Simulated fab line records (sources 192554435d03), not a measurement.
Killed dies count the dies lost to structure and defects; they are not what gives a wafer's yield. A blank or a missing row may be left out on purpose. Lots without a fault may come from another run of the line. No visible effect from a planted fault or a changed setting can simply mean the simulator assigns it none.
Matching of chambers | flow n5Finfet | rieSi-01 running N5_SD_EPI_P_SD_RECESS_17: 4 sister chambers
The step chemistry HBr/Cl2/O2, target depth 39.1 nm, bt time 3 s. 8 wafers are shown with their chamber, then 10 later ones without.

WAFERS, EACH WITH ITS CHAMBER
wafer  | chamber | throttleValvePct (%) | drypumpMotorCurrentA (A)
L080.2 | 3       | 36.82                | 5.6
L082.6 | 2       | 36.92                | 6.3
L084.3 | 2       | 36.92                | 6.3
L084.5 | 1       | 37.24                | 6.3
L087.1 | 3       | 36.80                | 5.6
L087.5 | 0       | 36.60                | 6.1
L089.1 | 0       | 36.61                | 6.1
L089.4 | 1       | 37.24                | 6.2

WAFERS WITH NO CHAMBER GIVEN
wafer  | throttleValvePct (%) | drypumpMotorCurrentA (A)
L089.6 | 36.81                | 5.6
L092.2 | 36.91                | 6.3
L092.4 | 37.24                | 6.2
L092.5 | 37.24                | 6.3
L076.2 | 37.26                | 6.2
L076.3 | 36.91                | 6.3
L076.5 | 37.24                | 6.3
L097.1 | 36.81                | 5.6
L097.3 | 36.92                | 6.4
L097.6 | 36.91                | 6.3

WHICH CHAMBER EACH ONE RAN IN
wafer  | from the rows above | in truth
L089.6 | 3                   | 3
L092.2 | 2                   | 2
L092.4 | 1                   | 1
L092.5 | 1                   | 1
L076.2 | 1                   | 1
L076.3 | 2                   | 2
L076.5 | 1                   | 1
L097.1 | 3                   | 3
L097.3 | 2                   | 2
L097.6 | 2                   | 2
Placed correctly: 10 of 10. From these rows, 0 cannot be placed. Number placed wrongly: 0.
How it was worked out, from the rows above alone: a wafer's distance from a chamber is the root of the sum, over the readings, of the square of ((its reading less the chamber's mean) divided by the reading's scatter). If the next closest chamber is less than 2 further off than the closest, the wafer can't be placed; otherwise it belongs to the closest. The mean given for a chamber averages the wafers shown for that chamber. The scatter is the square root of a quotient: the sum, over the shown wafers, of each reading's squared deviation from its chamber's mean, divided by wafers minus chambers.
